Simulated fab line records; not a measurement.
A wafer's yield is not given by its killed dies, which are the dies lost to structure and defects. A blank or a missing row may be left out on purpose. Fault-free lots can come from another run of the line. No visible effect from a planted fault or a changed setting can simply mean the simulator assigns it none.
fab line records    flow nandHarc
record: lots: 6  wafers: 18  lastDay: 27
route steps=1159 shown P_M1@297 END@1159
lots untouched by any fault: they come from a run of this same line in which no faults occurred
startH: hours from the record's opening day to when the first of the lot's shown wafers began    waitH: hours from the lot's prior step to this one    " the same as in the row above    L1.1+2: one row covering several wafers at once    - no value, or no start given    * or withheld: withheld    < > ~ a bound
route shown NAME@n: names a module that has steps shown in the file, with the first one's number in the route    usual: average and standard deviation across the fault-free wafers    same: alike in all rows    chamber/n: place in a boat    sites: each site's reading    _std_site: standard deviation of those values    _edge_site: mean of outer sites minus mean of inner sites    radiusMm: for every site, how far away it sits from the centre of the wafer    mask NAME#n: copy n    behind: the most recent tool/chamber to have shaped the wafer    hold: why the lot went on hold/how many hours it stayed there/how the hold came to an end    device: the transistor (n, p or np) that didn't switch    end of line: at the end of the route, the tests of the same wafers    where a step has no rows: the recipe by itself    killed: dies lost to structure and defects at the first sort, not the wafer's yield    map: a wafer's dies, x killed, . not, _ none there
set.NAME: the setting that was run; set.NAME@STEP: the one run at that earlier step    model.NAME: the simulator's own value behind a step, which no gauge read
lots at selected steps of the route; one table per step, one row per wafer
services: the hour from which a tool's chamber was out of use, counted from the record's first day as startH (under 0 if before that day), plus the number of hours and why
== steps ==
step: NHARC_P_M1_INSPECT_11
usual: rawDefectCount: 3.1/2
lot.wafer  tool              chamber  startH  waitH  rawDefectCount
L402.2     defectInspect-01  -        133.19  0.0    3
L402.5     "                 -        "       "      4
L402.6     "                 -        "       "      2
L407.1     defectInspect-01  -        165.11  0.0    1
L407.5     "                 -        "       "      4
L407.6     "                 -        "       "      3
L409.1     defectInspect-01  -        173.68  0.0    2
L409.2     "                 -        "       "      2
L409.4     "                 -        "       "      5
L411.1     defectInspect-02  -        198.86  0.0    6
L411.2     "                 -        "       "      3
L411.3     "                 -        "       "      1
L421.3     defectInspect-01  -        246.89  0.0    3
L421.4     "                 -        "       "      3
L421.5     "                 -        "       "      4
L422.1     defectInspect-01  -        248.99  0.0    1
L422.3     "                 -        "       "      3
L422.4     "                 -        "       "      4
step: NHARC_P_M1_DESCUM_14
recipe: timeS: 3  o2FlowSccm: 200  arFlowSccm: 0  biasPowerW: 0  chemistry: O2
step: NHARC_P_M1_ETCH_35
recipe: targetDepthA: 400  overetchA: 120  timeS: 43.94  ionEnergyEv: 200  n2FlowSccm: 150  h2FlowSccm: 150  arFlowSccm: 0  rfW: 400  biasW: 150  chemistry: N2/H2
usual: drypumpMotorCurrentA: 5.5/0.36  oesProductAu: 1.001/0.0077  rfVppV: 431.7/2.7  showerheadPlenumPTorr: 2.08/0.094  throttleValvePct: 14.173/0.0087
lot.wafer  tool        chamber  startH  waitH  drypumpMotorCurrentA  oesProductAu  rfHoursCounterH  rfVppV  showerheadPlenumPTorr  throttleValvePct
L402.2     rieDiel-12  0        133.34  0.1    5.3                   1.001         5.1              431.8   2.07                   14.174
L402.5     "           3        "       "      5.1                   1.003         -                428.9   2.00                   14.191
L402.6     "           0        "       "      5.3                   1.012         -                432.3   2.07                   14.175
L407.1     rieDiel-01  2        165.27  0.1    5.7                   1.002         2.2              432.2   2.10                   14.165
L407.5     "           0        "       "      6.3                   1.017         -                431.5   2.04                   14.171
L407.6     "           1        "       "      5.2                   1.010         -                426.3   1.91                   14.168
L409.4     rieDiel-01  0        173.83  0.1    6.3                   0.996         2.2              431.4   2.04                   14.162
L409.1     "           2        "       "      5.7                   1.003         3.0              431.8   2.10                   14.174
L409.2     "           3        "       "      5.5                   0.997         3.0              432.3   2.11                   14.176
L411.3     rieDiel-01  3        199.01  0.1    5.5                   1.005         4.8              431.9   2.11                   14.182
L411.2     "           0        "       "      6.4                   1.000         3.9              430.0   2.04                   14.182
L411.1     "           1        "       "      5.2                   1.003         4.0              427.6   1.91                   14.172
L421.3     rieDiel-12  1        247.04  0.1    5.7                   1.001         1.4              427.9   1.93                   14.179
L421.4     "           2        "       "      5.4                   0.988         1.3              434.1   2.16                   14.181
L421.5     "           1        "       "      5.7                   1.010         -                427.1   1.93                   14.173
L422.1     rieDiel-01  1        249.14  0.1    5.2                   0.998         9.7              428.5   1.91                   14.180
L422.3     "           2        "       "      5.7                   1.003         7.7              431.8   2.10                   14.172
L422.4     "           3        "       "      5.6                   0.997         5.8              432.5   2.11                   14.166
step: NHARC_P_M1_ETCH_15
recipe: targetDepthA: 1825  timeS: 91.2  c4f8FlowSccm: withheld  arFlowSccm: 400  rfW: 600  biasW: 300  chemistry: C4F8/Ar
usual: oesProductAu: 0.960/0.021  rfVppV: 441.9/2.8
lot.wafer  tool        chamber  startH  waitH  oesProductAu  rfHoursCounterH  rfVppV
L402.2     rieDiel-12  2        -       -      0.916         5.1              443.2
L402.6     "           1        "       "      0.927         -                438.5
L402.5     "           2        "       "      0.911         -                444.0
L407.1     rieDiel-01  1        -       -      0.990         1.6              436.0
L407.5     "           0        "       "      0.977         -                441.5
L407.6     "           1        "       "      0.977         -                437.6
L409.4     rieDiel-01  2        -       -      0.929         3.1              443.3
L409.1     "           3        "       "      0.938         3.0              443.3
L409.2     "           0        "       "      0.939         2.2              441.3
L411.1     rieDiel-01  1        -       -      0.967         4.0              439.1
L411.3     "           2        "       "      0.972         4.9              443.2
L411.2     "           3        "       "      0.988         4.8              444.1
L421.3     rieDiel-12  1        -       -      0.963         1.5              439.8
L421.4     "           0        "       "      0.951         1.7              441.6
L421.5     "           1        "       "      0.966         -                437.8
L422.1     rieDiel-01  0        -       -      0.946         9.8              441.1
L422.4     "           1        "       "      0.935         9.8              436.6
L422.3     "           2        "       "      0.928         7.7              441.9
step: NHARC_P_M1_CD_MEAS_16
usual: cdNm: 129.7/0.61
lot.wafer  tool      chamber  startH  waitH  cdNm
L402.2     cdSem-03  -        133.56  -      129.6
L402.5     "         -        "       "      129.7
L402.6     "         -        "       "      129.4
L407.1     cdSem-01  -        165.48  -      129.7
L407.5     "         -        "       "      131.1
L407.6     "         -        "       "      130.2
L409.1     cdSem-01  -        174.05  -      129.3
L409.2     "         -        "       "      129.0
L409.4     "         -        "       "      129.4
L411.1     cdSem-02  -        199.23  -      130.8
L411.2     "         -        "       "      130.2
L411.3     "         -        "       "      130.1
L421.3     cdSem-02  -        247.26  -      131.1
L421.4     "         -        "       "      130.4
L421.5     "         -        "       "      130.4
L422.1     cdSem-01  -        249.36  -      129.8
L422.3     "         -        "       "      129.1
L422.4     "         -        "       "      129.8
step: NHARC_P_M1_STRIP_18
recipe: powerW: 1000  n2FlowSccm: 150  h2FlowSccm: 150  arFlowSccm: 0  biasW: 0  chemistry: N2/H2
step: NHARC_P_M1_ETCH_28
recipe: targetDepthA: 300  overEtchFrac: 0.3  timeS: 72.99  ionEnergyEv: 150  cf4FlowSccm: 50  n2FlowSccm: 100  arFlowSccm: 150  rfW: 300  biasW: 100  chemistry: CF4/N2
step: NHARC_P_M1_STRIP_19
recipe: timeS: 600  tempC: 30  chemistry: postEtchResidueRemover
step: NHARC_P_M1_DEGAS_29
recipe: tempC: 250  timeS: 60
usual: heaterPowerW: 345/29
lot.wafer  tool           chamber  startH  waitH  heaterPowerW
L402.2     pvdSputter-01  -        134.30  -      371
L402.6     "              -        "       "      350
L402.5     "              -        "       "      335
L407.1     pvdSputter-03  -        166.21  -      368
L407.5     "              -        "       "      282
L407.6     "              -        "       "      371
L409.2     pvdSputter-01  -        174.77  -      345
L409.4     "              -        "       "      354
L409.1     "              -        "       "      356
L411.2     pvdSputter-01  -        199.94  -      347
L411.1     "              -        "       "      340
L411.3     "              -        "       "      336
L421.4     pvdSputter-03  -        248.00  -      339
L421.3     "              -        "       "      282
L421.5     "              -        "       "      381
L422.4     pvdSputter-02  -        250.07  -      322
L422.1     "              -        "       "      307
L422.3     "              -        "       "      400
step: NHARC_P_M1_PRE_CLEAN_30
recipe: timeS: 30  tempC: 280  gas: H2/He
usual: heaterPowerW: 426/35
lot.wafer  tool           chamber  startH  waitH  heaterPowerW
L402.2     pvdSputter-01  -        -       -      420
L402.5     "              -        "       "      427
L402.6     "              -        "       "      470
L407.1     pvdSputter-03  -        -       -      426
L407.5     "              -        "       "      354
L407.6     "              -        "       "      466
L409.1     pvdSputter-01  -        -       -      405
L409.2     "              -        "       "      453
L409.4     "              -        "       "      430
L411.2     pvdSputter-01  -        -       -      443
L411.1     "              -        "       "      406
L411.3     "              -        "       "      445
L421.3     pvdSputter-03  -        -       -      446
L421.4     "              -        "       "      407
L421.5     "              -        "       "      458
L422.3     pvdSputter-02  -        -       -      376
L422.4     "              -        "       "      484
L422.1     "              -        "       "      394
step: NHARC_P_M1_PVD_20
recipe: targetThkA: 50  biasV: 168.6  powerW: 15000  chamberPressurePa: 0.12  timeS: 8.06  substrateTempC: 50  material: TaN
usual: throttleValvePct: 29.8/0.99
lot.wafer  tool           chamber  startH  waitH  throttleValvePct
L402.2     pvdSputter-01  -        -       -      28.4
L402.6     "              -        "       "      28.5
L402.5     "              -        "       "      30.7
L407.1     pvdSputter-03  -        -       -      31.1
L407.5     "              -        "       "      31.0
L407.6     "              -        "       "      30.5
L409.2     pvdSputter-01  -        -       -      28.6
L409.4     "              -        "       "      30.5
L409.1     "              -        "       "      28.0
L411.3     pvdSputter-01  -        -       -      28.8
L411.1     "              -        "       "      30.4
L411.2     "              -        "       "      28.0
L421.3     pvdSputter-03  -        -       -      31.2
L421.4     "              -        "       "      30.5
L421.5     "              -        "       "      31.2
L422.3     pvdSputter-02  -        -       -      30.3
L422.1     "              -        "       "      29.7
L422.4     "              -        "       "      30.2
step: NHARC_P_M1_PVD_21
recipe: targetThkA: 300  chamberPressurePa: 5  powerW: 5000  substrateTempC: 30  timeS: 20.49  material: Cu
step: NHARC_P_M1_ECD_22
recipe: targetThkA: 4000  bathTempC: 25  material: Cu
lot.wafer   tool      chamber  startH  waitH
L402.2+6+5  ecdCu-01  0,0,1    134.66  -
L407.1+5+6  ecdCu-01  1,1,0    166.55  -
L409.2+1+4  ecdCu-01  0,1,1    175.13  -
L411.1+2+3  ecdCu-01  1,0,1    200.51  -
L421.3+4+5  ecdCu-02  1,0,0    248.45  -
L422.1+3+4  ecdCu-02  0,1,0    250.51  -
step: NHARC_P_M1_ANNEAL_31
recipe: tempC: 225  timeS: 90
step: NHARC_P_M1_CMP_23
recipe: tOverpolishS: 20  targetThkNm: 157.82
usual: motorCurrentA: 12.2/1.2  padLifeWafers: 344/160  timeToEndpointS: 28.1/2.2
lot.wafer  tool    chamber  startH  waitH  motorCurrentA  padLifeWafers  timeToEndpointS
L402.2     cmp-03  3        135.44  -      13.7           439            24.4
L402.6     "       2        "       "      12.5           -              30.7
L402.5     "       3        "       "      13.4           -              25.9
L407.1     cmp-02  1        167.37  -      10.4           200            26.0
L407.6     "       3        "       "      12.2           -              24.7
L407.5     "       0        "       "      13.3           -              26.5
L409.2     cmp-03  3        175.85  -      13.6           108            28.8
L409.4     "       0        "       "      11.4           109            16.7
L409.1     "       2        "       "      13.2           111            17.6
L411.3     cmp-04  1        201.27  -      12.2           486            12.4
L411.2     "       3        "       "      10.8           488            24.8
L411.1     "       0        "       "      10.2           489            10.8
L421.4     cmp-03  3        249.08  -      13.9           564            27.9
L421.3     "       2        "       "      12.1           567            30.3
L421.5     "       0        "       "      11.8           -              27.8
L422.4     cmp-03  2        251.21  -      13.5           577            29.6
L422.3     "       3        "       "      13.5           578            26.5
L422.1     "       0        "       "      11.7           579            27.3
step: NHARC_P_M1_THK_MEAS_24
recipe: thkMeasGauge: xrf
usual: thkNm: 157.7/1.5
lot.wafer  tool          chamber  startH  waitH  thkNm
L402.2     filmMetro-02  -        135.72  -      157.4
L402.5     "             -        "       "      156.9
L402.6     "             -        "       "      159.1
L407.1     filmMetro-02  -        167.62  -      154.0
L407.5     "             -        "       "      155.1
L407.6     "             -        "       "      156.5
L409.1     filmMetro-01  -        176.17  -      158.5
L409.2     "             -        "       "      157.5
L409.4     "             -        "       "      158.0
L411.1     filmMetro-01  -        201.58  -      158.3
L411.2     "             -        "       "      156.7
L411.3     "             -        "       "      157.3
L421.3     filmMetro-01  -        249.40  -      155.9
L421.4     "             -        "       "      159.6
L421.5     "             -        "       "      157.2
L422.1     filmMetro-02  -        251.50  -      158.0
L422.3     "             -        "       "      157.0
L422.4     "             -        "       "      160.1
step: NHARC_END_SORT_01
recipe: tempC: 25
usual: defectLimitedYield: 95.4/1.6  killedAtArray: 28/11  killedAtOther: 0.9/1.2  killedAtPeriphery: 2.6/2.1  killedDies: 31/11  killedOpen: 3.1/1.7  killedShort: 1.9/1.3  sort_bin_2_pct: 1.5/0.64  sort_bin_3_pct: 0.26/0.21  sort_bin_4_pct: 2.9/1.1  sortNPass: 646/11  sortRimYieldPct: 96.4/2.3  sortYieldPct: 95.4/1.6
same: grossDies: 677  sort_bin_5_pct[%]: 0  sort_bin_6_pct[%]: 0  sort_bin_7_pct[%]: 0  sort_bin_8_pct[%]: 0  sortRimNGross: 106.00
lot.wafer  tool       chamber  startH  waitH  defectLimitedYield[%]  killedAtArray  killedAtOther  killedAtPeriphery  killedDies  killedOpen  killedShort  sort_bin_2_pct[%]  sort_bin_3_pct[%]  sort_bin_4_pct[%]  sortNPass  sortRimYieldPct[%]  sortYieldPct[%]
L411.3     prober-01  0        574.09  3.1    94.8                   32             0              3                  35          5           2            1.5                0.30               3.4                642        98.1                94.8
killed by level:class
L411.3 A_CHANNEL_HOLE_D1:chamberFilmFlake=13 A_SLIT:chamberFilmFlake=12 A_CHANNEL_FILL_D1:chamberFilmFlake=2 P_GATE:geometricParticle:open=1 P_CONTACT:geometricParticle:open=1 P_M2:geometricParticle:open=1 A_SOURCE_PLATE:geometricParticle:open=1 A_ONON_D1:geometricParticle:short=1
== services ==
tool           chamber  startH  hours  kind
rieDiel-01     3        110.10  10.6   repair
cmp-04         -        110.72  1.8    repair
pvdSputter-01  -        124.79  1.1    repair
rieDiel-01     -        125.82  0.7    repair
cmp-02         -        128.50  4.0    pm
rieDiel-01     -        137.80  9.0    pm
pvdSputter-02  -        140.30  20.0   repair
cmp-03         -        156.00  4.0    pm
pvdSputter-01  -        158.00  10.0   pm
cmp-03         -        160.02  0.3    repair
rieDiel-12     1        175.73  6.7    repair
ecdCu-02       -        180.00  8.0    pm
cmp-02         -        185.28  1.5    repair
ecdCu-02       -        198.63  2.8    repair
rieDiel-01     3        200.75  34.3   repair
rieDiel-01     2        202.18  19.0   repair
rieDiel-12     -        202.40  9.0    pm
cmp-04         -        203.00  4.0    pm
pvdSputter-03  -        204.12  0.7    repair
pvdSputter-02  -        214.00  10.0   pm
cmp-02         -        226.50  4.0    pm
ecdCu-02       -        230.77  11.8   repair
cmp-04         -        242.67  4.3    repair
pvdSputter-02  -        246.93  1.6    repair
== key ==
firstSign: step: NHARC_P_M1_CMP_23  reading: timeToEndpointS  direction: down  sigmas: 6.4  usual: *  struck: *
effect none on later readings
metAt NHARC_P_M1_ECD_22
struckWafers L409.1,L409.4,L411.1,L411.3
onsetBetween 166.55 175.13
fault: kind: processParameterDrift  tool: ecdCu-01  chamber: 1  onsetH: 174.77  steps: NHARC_P_M1_ECD_22  channel: targetThkA  offset: *  shape: step  endH: 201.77  actsIn: *  stated: *
